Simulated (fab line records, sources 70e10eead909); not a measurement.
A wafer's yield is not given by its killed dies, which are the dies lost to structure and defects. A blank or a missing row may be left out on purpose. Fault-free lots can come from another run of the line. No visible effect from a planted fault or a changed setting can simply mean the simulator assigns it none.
Chamber matching -- flow nand-harc -- pecvd-04 running NHARC_A_CONTACT_DEP_24: 3 sister chambers
The step deposits SiO2, target thk 500 nm. 16 wafers are shown with their chamber, then 8 later ones without.

WAFERS PAIRED WITH THEIR CHAMBERS
wafer,chamber,throttle-valve-pct (%),heater-power-w (W)
L076.2,2,15.5,511
L076.3,0,15.7,612
L076.6,0,15.3,639
L074.2,0,15.6,643
L074.3,1,16.7,455
L074.4,2,15.8,462
L077.2,1,16.8,415
L077.3,2,15.9,546
L077.6,0,15.8,614
L081.2,2,15.9,490
L081.3,1,17.0,482
L081.6,2,15.9,520
L082.1,0,15.5,627
L082.5,0,15.5,498
L082.6,1,17.0,362
L086.2,2,15.9,461

SIGNATURES (averages over the wafers above)
reading,chamber 0,chamber 1,chamber 2,scatter within a chamber
throttle-valve-pct,15.567,16.875,15.817,0.164
heater-power-w,605.50,428.50,498.33,46.8
Rule: a wafer's distance from a chamber is the root of the sum, over the readings, of the square of ((its reading less the chamber's mean) divided by the reading's scatter). If the next closest chamber is less than 2 further off than the closest, the wafer can't be placed; otherwise it belongs to the closest. The scatter: take each reading less its chamber's mean, square it, sum over the shown wafers, divide by the number of wafers less the number of chambers, and take the root.

WAFERS WITH NO CHAMBER GIVEN
wafer,throttle-valve-pct (%),heater-power-w (W)
L086.4,15.4,636
L086.6,16.0,493
L093.1,16.4,470
L093.2,15.7,494
L093.4,15.7,538
L096.2,15.4,506
L096.4,15.7,437
L096.6,16.9,423

THE CHAMBER EACH PASSED THROUGH
wafer,from the rows above,in truth
L086.4,0,0
L086.6,2,2
L093.1,can't be placed: 1 or 2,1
L093.2,can't be placed: 2 or 0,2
L093.4,can't be placed: 2 or 0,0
L096.2,can't be placed: 0 or 2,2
L096.4,2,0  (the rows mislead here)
L096.6,1,1
Placed correctly: 3 of 8. From these rows, 4 cannot be placed; in 4 the true chamber is one of the candidates. 1 placed wrongly.
